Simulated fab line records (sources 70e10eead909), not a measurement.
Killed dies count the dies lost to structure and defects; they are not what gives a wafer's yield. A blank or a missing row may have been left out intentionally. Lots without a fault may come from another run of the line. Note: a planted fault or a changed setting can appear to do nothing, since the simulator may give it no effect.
Which tool was responsible? :: flow nand_harc :: 42 wafers from 14 lots sampled at 4 of the route's 1159 steps

WHAT THE GAUGES SHOWED, per wafer
NHARC_A_ZERO_WELL_INSPECT_17.
lot: L539
measured: day 7 00:42
on: defect_inspect-02
raw_defect_count: 6 3 1

lot: L540
measured: day 7 05:49
on: defect_inspect-02
raw_defect_count: 1 13 8

lot: L541
measured: day 7 18:33
on: defect_inspect-02
raw_defect_count: 14 5 16

lot: L542
measured: day 7 19:38
on: defect_inspect-01
raw_defect_count: 8 24 12

lot: L543
measured: day 7 20:28
on: defect_inspect-01
raw_defect_count: 13 3 18

lot: L546
measured: day 8 19:25
on: defect_inspect-02
raw_defect_count: 14 9 13

lot: L548
measured: day 9 04:34
on: defect_inspect-01
raw_defect_count: 27 11 25

lot: L547
measured: day 9 05:59
on: defect_inspect-02
raw_defect_count: 11 19 11

lot: L549
measured: day 9 18:11
on: defect_inspect-02
raw_defect_count: 17 13 11

lot: L550
measured: day 9 19:46
on: defect_inspect-02
raw_defect_count: 29 14 9

lot: L552
measured: day 10 17:14
on: defect_inspect-01
raw_defect_count: 5 4 7

lot: L558
measured: day 12 01:14
on: defect_inspect-02
raw_defect_count: 17 16 19

lot: L559
measured: day 12 01:55
on: defect_inspect-02
raw_defect_count: 3 6 10

lot: L560
measured: day 12 06:53
on: defect_inspect-02
raw_defect_count: 9 6 8

NHARC_END_SORT_01.
lot: L546
measured: day 21 11:18
on: prober-01
killed_at_array: 22 21 29
killed_at_other: 0 5 0
killed_at_periphery: 3 2 5
killed_dies: 25 28 34
killed_open: 2 5 3
killed_short: 2 2 3

lot: L549
measured: day 22 07:30
on: prober-02
killed_at_array: 670 667 664
killed_at_other: 0 0 0
killed_at_periphery: 7 10 13
killed_dies: 677 677 677
killed_open: 2 3 2
killed_short: 2 1 0

lot: L550
measured: day 21 20:42
on: prober-01
killed_at_array: 16 13 5
killed_at_other: 0 0 1
killed_at_periphery: 4 4 2
killed_dies: 20 17 8
killed_open: 4 8 3
killed_short: 0 3 0

lot: L552
measured: day 23 07:02
on: prober-01
killed_at_array: 673 673 676
killed_at_other: 1 1 0
killed_at_periphery: 3 3 1
killed_dies: 677 677 677
killed_open: 3 1 3
killed_short: 3 2 3

EACH LOT AND THE TOOL THAT RAN IT (in order: tool; ch and the chambers of the sampled wafers; start)
lot: L539
NHARC_A_ZERO_WELL_DESCUM_12: rie_diel-10 ch 0,1,2, day 6 23:24
NHARC_A_ONON_D1_DEP_09: pecvd_onon-01 ch 0, day 7 23:05

lot: L540
NHARC_A_ZERO_WELL_DESCUM_12: rie_diel-10 ch 2,3, day 7 04:29
NHARC_A_ONON_D1_DEP_09: pecvd_onon-01 ch 0, day 8 02:50

lot: L541
NHARC_A_ZERO_WELL_DESCUM_12: rie_diel-01 ch 0,1, day 7 17:14
NHARC_A_ONON_D1_DEP_09: pecvd_onon-03 ch 0, day 8 19:07

lot: L542
NHARC_A_ZERO_WELL_DESCUM_12: rie_diel-01 ch 0,2,3, day 7 18:20
NHARC_A_ONON_D1_DEP_09: pecvd_onon-01 ch 0, day 8 19:04

lot: L543
NHARC_A_ZERO_WELL_DESCUM_12: rie_diel-01 ch 1,2,3, day 7 19:10
NHARC_A_ONON_D1_DEP_09: pecvd_onon-02 ch 0, day 8 18:59

lot: L546
NHARC_A_ZERO_WELL_DESCUM_12: rie_diel-12 ch 0,3, day 8 18:06
NHARC_A_ONON_D1_DEP_09: pecvd_onon-01 ch 0, day 9 19:53

lot: L548
NHARC_A_ZERO_WELL_DESCUM_12: rie_diel-12 ch 0,1,2, day 9 03:14
NHARC_A_ONON_D1_DEP_09: pecvd_onon-03 ch 0, day 10 09:11

lot: L547
NHARC_A_ZERO_WELL_DESCUM_12: rie_diel-01 ch 1,2, day 9 04:40
NHARC_A_ONON_D1_DEP_09: pecvd_onon-01 ch 0, day 10 09:19

lot: L549
NHARC_A_ZERO_WELL_DESCUM_12: rie_diel-10 ch 1,2,3, day 9 16:51
NHARC_A_ONON_D1_DEP_09: pecvd_onon-01, day 10 18:50

lot: L550
NHARC_A_ZERO_WELL_DESCUM_12: rie_diel-01 ch 1,2,3, day 9 18:08
NHARC_A_ONON_D1_DEP_09: pecvd_onon-03 ch 0, day 10 18:55

lot: L552
NHARC_A_ZERO_WELL_DESCUM_12: rie_diel-12 ch 0,2,3, day 10 15:55
NHARC_A_ONON_D1_DEP_09: pecvd_onon-01, day 11 13:29

lot: L558
NHARC_A_ZERO_WELL_DESCUM_12: rie_diel-10 ch 0,1,2, day 11 23:44
NHARC_A_ONON_D1_DEP_09: pecvd_onon-03 ch 0, day 12 23:31

lot: L559
NHARC_A_ZERO_WELL_DESCUM_12: rie_diel-01 ch 1,3, day 12 00:25
NHARC_A_ONON_D1_DEP_09: pecvd_onon-02 ch 0, day 12 23:26

lot: L560
NHARC_A_ZERO_WELL_DESCUM_12: rie_diel-01 ch 1,2,3, day 12 05:32
NHARC_A_ONON_D1_DEP_09: pecvd_onon-01 ch 0, day 13 05:28
- NHARC_A_ZERO_WELL_DESCUM_12: chemistry O2, time 3 s.
- NHARC_A_ONON_D1_DEP_09: target thk 1000 nm.

WHAT THE TOOLS THEMSELVES READ (means of the sampled wafers that have a number; where no wafer has one, the mark that the record gives instead)
NHARC_A_ZERO_WELL_DESCUM_12.
lot: L539
tool: rie_diel-10
drypump_motor_current_A (A): 5.8
oes_product_au (a.u.): 0.993
rf_vpp_V (V): 57.7
showerhead_plenum_p_Torr (Torr): 1.90
throttle_valve_pct (%): 11.308

lot: L540
tool: rie_diel-10
drypump_motor_current_A (A): 5.7
oes_product_au (a.u.): 0.994
rf_vpp_V (V): 58.1
showerhead_plenum_p_Torr (Torr): 1.90
throttle_valve_pct (%): 11.308

lot: L541
tool: rie_diel-01
drypump_motor_current_A (A): 6.3
oes_product_au (a.u.): 0.993
rf_vpp_V (V): 59.3
showerhead_plenum_p_Torr (Torr): 2.01
throttle_valve_pct (%): 11.306

lot: L542
tool: rie_diel-01
drypump_motor_current_A (A): 5.9
oes_product_au (a.u.): 0.994
rf_vpp_V (V): 57.2
showerhead_plenum_p_Torr (Torr): 1.91
throttle_valve_pct (%): 11.315

lot: L543
tool: rie_diel-01
drypump_motor_current_A (A): 5.9
oes_product_au (a.u.): 0.985
rf_vpp_V (V): 57.6
showerhead_plenum_p_Torr (Torr): 1.91
throttle_valve_pct (%): 11.322

lot: L546
tool: rie_diel-12
drypump_motor_current_A (A): 6.3
oes_product_au (a.u.): 0.998
rf_vpp_V (V): 57.4
showerhead_plenum_p_Torr (Torr): 1.90
throttle_valve_pct (%): 11.310

lot: L548
tool: rie_diel-12
drypump_motor_current_A (A): 6.1
oes_product_au (a.u.): 0.996
rf_vpp_V (V): 57.9
showerhead_plenum_p_Torr (Torr): 1.96
throttle_valve_pct (%): 11.313

lot: L547
tool: rie_diel-01
drypump_motor_current_A (A): 5.3
oes_product_au (a.u.): 0.991
rf_vpp_V (V): 57.0
showerhead_plenum_p_Torr (Torr): 1.92
throttle_valve_pct (%): 11.314

lot: L549
tool: rie_diel-10
drypump_motor_current_A (A): 5.9
oes_product_au (a.u.): 1.000
rf_vpp_V (V): 57.4
showerhead_plenum_p_Torr (Torr): 1.88
throttle_valve_pct (%): 11.312

lot: L550
tool: rie_diel-01
drypump_motor_current_A (A): 5.9
oes_product_au (a.u.): 0.994
rf_vpp_V (V): 57.7
showerhead_plenum_p_Torr (Torr): 1.91
throttle_valve_pct (%): 11.309

lot: L552
tool: rie_diel-12
drypump_motor_current_A (A): 6.4
oes_product_au (a.u.): 0.999
rf_vpp_V (V): 57.4
showerhead_plenum_p_Torr (Torr): 1.96
throttle_valve_pct (%): 11.306

lot: L558
tool: rie_diel-10
drypump_motor_current_A (A): 5.8
oes_product_au (a.u.): 0.993
rf_vpp_V (V): 57.5
showerhead_plenum_p_Torr (Torr): 1.89
throttle_valve_pct (%): 11.319

lot: L559
tool: rie_diel-01
drypump_motor_current_A (A): 6.3
oes_product_au (a.u.): 0.991
rf_vpp_V (V): 57.8
showerhead_plenum_p_Torr (Torr): 1.95
throttle_valve_pct (%): 11.310

lot: L560
tool: rie_diel-01
drypump_motor_current_A (A): 5.8
oes_product_au (a.u.): 0.997
rf_vpp_V (V): 58.4
showerhead_plenum_p_Torr (Torr): 1.90
throttle_valve_pct (%): 11.319

NHARC_A_ONON_D1_DEP_09.
lot: L539
tool: pecvd_onon-01
n2_flow_sccm (sccm): 2752
n2o_flow_sccm (sccm): 2001

lot: L540
tool: pecvd_onon-01
n2_flow_sccm (sccm): 2759
n2o_flow_sccm (sccm): 1997

lot: L541
tool: pecvd_onon-03
n2_flow_sccm (sccm): 2741
n2o_flow_sccm (sccm): 2000

lot: L542
tool: pecvd_onon-01
n2_flow_sccm (sccm): 2747
n2o_flow_sccm (sccm): 2003

lot: L543
tool: pecvd_onon-02
n2_flow_sccm (sccm): 2764
n2o_flow_sccm (sccm): 1995

lot: L546
tool: pecvd_onon-01
n2_flow_sccm (sccm): 2748
n2o_flow_sccm (sccm): 1999

lot: L548
tool: pecvd_onon-03
n2_flow_sccm (sccm): 2756
n2o_flow_sccm (sccm): 1994

lot: L547
tool: pecvd_onon-01
n2_flow_sccm (sccm): 2747
n2o_flow_sccm (sccm): 2001

lot: L549
tool: pecvd_onon-01
n2_flow_sccm (sccm): -
n2o_flow_sccm (sccm): -

lot: L550
tool: pecvd_onon-03
n2_flow_sccm (sccm): 2743
n2o_flow_sccm (sccm): 1997

lot: L552
tool: pecvd_onon-01
n2_flow_sccm (sccm): -
n2o_flow_sccm (sccm): -

lot: L558
tool: pecvd_onon-03
n2_flow_sccm (sccm): 2753
n2o_flow_sccm (sccm): 2007

lot: L559
tool: pecvd_onon-02
n2_flow_sccm (sccm): 2754
n2o_flow_sccm (sccm): 1998

lot: L560
tool: pecvd_onon-01
n2_flow_sccm (sccm): 2747
n2o_flow_sccm (sccm): 1998

THE ANSWER, worked out from the rows above alone
Rule: the lots themselves supply what counts as usual. The widest of any qualifying gaps counts: lots, ordered by their means at a reading, are off when they make up no more than a third of the lots, leave a main group of 4 or more, and stand apart from it by 3 or more times the standard deviation of that group's means. A main group is skipped when, at the precision printed for the reading in the tables above, its means are all equal. Also off: a lot with no number at a reading for which 4 or more lots have one. Any other lot the step has rows for is counted as sound. The gauges are gone through in route order, then the tools' own readings, and for those a lot's mean is taken as printed above. At the first step where some lot is off, the reading lying furthest off is the one used; lots without a number count as furthest.
Off, at NHARC_A_ONON_D1_DEP_09 on n2_flow_sccm: L549, L552. Without a number there: L549, L552. The main group has a mean of 2751 sccm with a standard deviation of 6.4.
A tool fits if, at that step or a process step before it, it ran every lot that is off, and no sound lot after the first of them. Not one of the candidates tried fits.

WHAT HAD BEEN PUT IN BY THE SIMULATOR
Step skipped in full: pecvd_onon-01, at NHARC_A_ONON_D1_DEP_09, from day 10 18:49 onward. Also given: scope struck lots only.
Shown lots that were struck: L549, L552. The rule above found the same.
